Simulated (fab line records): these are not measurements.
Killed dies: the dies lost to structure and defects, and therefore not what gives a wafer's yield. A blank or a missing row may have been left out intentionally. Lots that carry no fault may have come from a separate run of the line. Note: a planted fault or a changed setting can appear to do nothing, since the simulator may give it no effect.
Lot-split experiment	flow n5 finfet	on a route of 1938 steps: 7 lots, 21 wafers read

ON THE SPLIT
At N5_BEOL_M9_ALD_74 (deposits TaN, target thk 2 nm, pulse time 2 s, purge time 3 s), the setting ald cycles was moved away from the recipe's 40 on 7 of the 21 wafers read, by -17.5% to +15.0%. The other wafers ran this setting at the recipe's value.

The reading is taken at the split's own step.

THE READING
TaN_of_BEOL_M9_ALD_74.thk nm (the simulator's own value, which no gauge read), in nm, at N5_BEOL_M9_ALD_74 (deposits TaN, target thk 2 nm, pulse time 2 s, purge time 3 s). There is no usual value for it anywhere in the file.

wafer	tool, chamber at the split	ald cycles as run	against the recipe	TaN_of_BEOL_M9_ALD_74.thk nm, nm	against lot-mates on the recipe
L077.1	ald metal-04, 0	40	recipe	2	-
L077.2	ald metal-04, 1	46	+15.0%	2.4	+0.4
L077.6	ald metal-04, 1	46	+15.0%	2.4	+0.4
L081.1	ald metal-04, 1,3,0	40	recipe	2	-
L081.3	ald metal-04, 1,3,0	40	recipe	2	-
L081.4	ald metal-04, 1,3,0	40	recipe	2	-
L084.1	ald metal-04, 0	40	recipe	2	-
L084.2	ald metal-04, 1,3	37	-7.5%	1.8	-0.2
L084.5	ald metal-04, 1,3	37	-7.5%	1.8	-0.2
L085.1	ald metal-03, 1	40	recipe	2	-
L085.3	ald metal-03, 0,2	33	-17.5%	1.6	-0.4
L085.4	ald metal-03, 0,2	33	-17.5%	1.6	-0.4
L088.2	ald metal-04, 1,3,0	40	recipe	2	-
L088.5	ald metal-04, 1,3,0	40	recipe	2	-
L088.6	ald metal-04, 1,3,0	40	recipe	2	-
L096.1	ald metal-04, 0,2	40	recipe	2	-
L096.4	ald metal-04, 0,2	40	recipe	2	-
L096.3	ald metal-04, 1	37	-7.5%	1.8	-0.2
L097.1	ald metal-01, 1,3,2	40	recipe	2	-
L097.3	ald metal-01, 1,3,2	40	recipe	2	-
L097.6	ald metal-01, 1,3,2	40	recipe	2	-
Rows listing several chambers each stand for several wafers; the file does not say which wafer went through which chamber.

FIT RESULTS
A straight line over all 21 wafers: TaN_of_BEOL_M9_ALD_74.thk nm changes by +0.0249 nm for each +1% of ald cycles; r = +1.00; the points scatter about the line by 0.015 nm.
The same after taking each lot's own level away (the mean of its wafers on the recipe; 21 wafers): +0.0249 nm for each +1%; r = +1.00; scatter 0.015 nm.
The reading moves by 0.44 nm for the largest change in ald cycles, on that fit.
The lots' own levels span 2.00 to 2.00 nm.
So the lot-to-lot level changes the slope little: the two slopes agree.
Check: with one of the wafers moved furthest among these (-17.5%) left out of the fit, the line predicts -0.442 nm for it against its lot-mates. Against them it came out at -0.4 nm.

THE OTHER SPLITS THESE WAFERS WENT THROUGH
Other splits were also applied to these wafers ahead of the reading. Each is held against what the fit with the lots' levels taken away leaves over:
other split on the same wafers	wafers away from the commonest value	r with TaN_of_BEOL_M9_ALD_74.thk nm (lot level and that fit taken away)
N5_BEOL_M8_ILD_DEP_00 time s	5	-0.19
N5_BEOL_M8_DESCUM_16 time s	8	-0.29
N5_BEOL_M9_DESCUM_16 time s	7	-0.27
N5_BEOL_M9_COAT_22 spin rpm	8	-0.11

THE FILE'S OWN FIT
TaN_of_BEOL_M9_ALD_74.thk nm changes by +0.0249 nm for each +1% of ald cycles, r = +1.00.
